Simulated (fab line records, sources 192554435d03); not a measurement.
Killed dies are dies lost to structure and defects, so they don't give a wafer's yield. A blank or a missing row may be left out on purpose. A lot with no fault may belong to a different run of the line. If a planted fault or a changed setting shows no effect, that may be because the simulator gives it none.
A lot that was struck, set against a sound lot + flow n5_finfet + 16 steps out of a route of 1938
Sound: these wafers, L467.1, L467.3, L467.5. Wafers L461.2, L461.3, L461.6 were the ones struck. At the end, the cause is stated.
Each step with rows lists, per side, the tool, then ch with its chambers, then its first start. Under that, the readings that differ: sound wafers + struck wafers + difference of the means + sigmas: that difference in standard deviations of wafers without a fault.
alike: same words and numbers on both sides, and readings whose means sit less than 2 such deviations apart. not compared: any withheld reading, any reading some wafer has no value for, any bound like >300 that may hide the same value, and any number with overlapping values for which the record gives no deviation.
Wherever a step has rows on one side only, a row that says differs or no value, or a row with sigmas, the two part there. Numbers that don't overlap but have no deviation are shown without sigmas and don't part them. Lack of a reading on every wafer of one side parts them only where that side has two or more wafers.

first, 2 steps without rows for these wafers: N5_BEOL_M1_ANNEAL_80 (time 240 s); N5_BEOL_M1_SPUTTER_81 (material Cu, target thk 4.5 nm, time 8.29 s).
N5_BEOL_M1_ANNEAL_82: time 240 s.
  sound on pvd_sputter-01 at day 10 18:17; struck on pvd_sputter-02 at day 9 04:02
  alike: heater_power_w, susceptor_temp_C
then, 1 step without rows for these wafers: N5_BEOL_M1_SPUTTER_86 (material Cu, target thk 4.5 nm, time 8.29 s).
N5_BEOL_M1_ANNEAL_87: time 240 s.
  sound on pvd_sputter-01 at day 10 18:30; struck on pvd_sputter-02 at day 9 04:16
  alike: heater_power_w, susceptor_temp_C
then, 4 steps without rows for these wafers: N5_BEOL_M1_SPUTTER_88 (material Cu, target thk 4.5 nm, time 8.29 s); N5_BEOL_M1_ANNEAL_89 (time 240 s); N5_BEOL_M1_SPUTTER_90 (material Cu, target thk 4.5 nm, time 8.29 s); N5_BEOL_M1_ANNEAL_91 (time 240 s).
N5_BEOL_M1_SPUTTER_92: material Cu, target thk 4.5 nm, time 8.29 s.
  sound on pvd_sputter-01 at day 10 19:05; struck on pvd_sputter-02 at day 9 04:50
  alike: throttle_valve_pct
N5_BEOL_M1_ANNEAL_93: time 240 s.
  sound on pvd_sputter-01 at day 10 19:10; struck on pvd_sputter-02 at day 9 04:55
  alike: heater_power_w, susceptor_temp_C
N5_BEOL_M1_SPUTTER_94: material Cu, target thk 4.5 nm, time 8.29 s.
  sound on pvd_sputter-01 at day 10 19:18; struck on pvd_sputter-02 at day 9 05:04
  alike: throttle_valve_pct
N5_BEOL_M1_ANNEAL_95: time 240 s.
  sound on pvd_sputter-01 at day 10 19:23; struck on pvd_sputter-02 at day 9 05:08
  no value came back on the struck wafers for heater_power_w (W), susceptor_temp_C (C), time_s (s); on the sound wafers heater_power_w (W) reads 873 856 871
then, 1 step without rows for these wafers: N5_BEOL_M1_SPUTTER_96 (material Cu, target thk 4.5 nm, time 8.29 s).
N5_BEOL_M4_RC_MEAS_101:
  sound on prober-02 ch 0, day 12 15:11; struck on prober-02 ch 0, day 10 23:59
  alike: DIBL_N, DIBL_P, IOFF_N, IOFF_P, ION_N, ION_P, SS_N, SS_P, VT_N, VT_P
N5_PASSIVATION_PROBE_49:
  the record has rows for the sound wafers here (prober-02, day 16 21:08) and none for the struck ones

## WHERE THEY PART
At N5_BEOL_M1_ANNEAL_95 first; at N5_PASSIVATION_PROBE_49 last (within this record only).

WHY: what the simulator had put in
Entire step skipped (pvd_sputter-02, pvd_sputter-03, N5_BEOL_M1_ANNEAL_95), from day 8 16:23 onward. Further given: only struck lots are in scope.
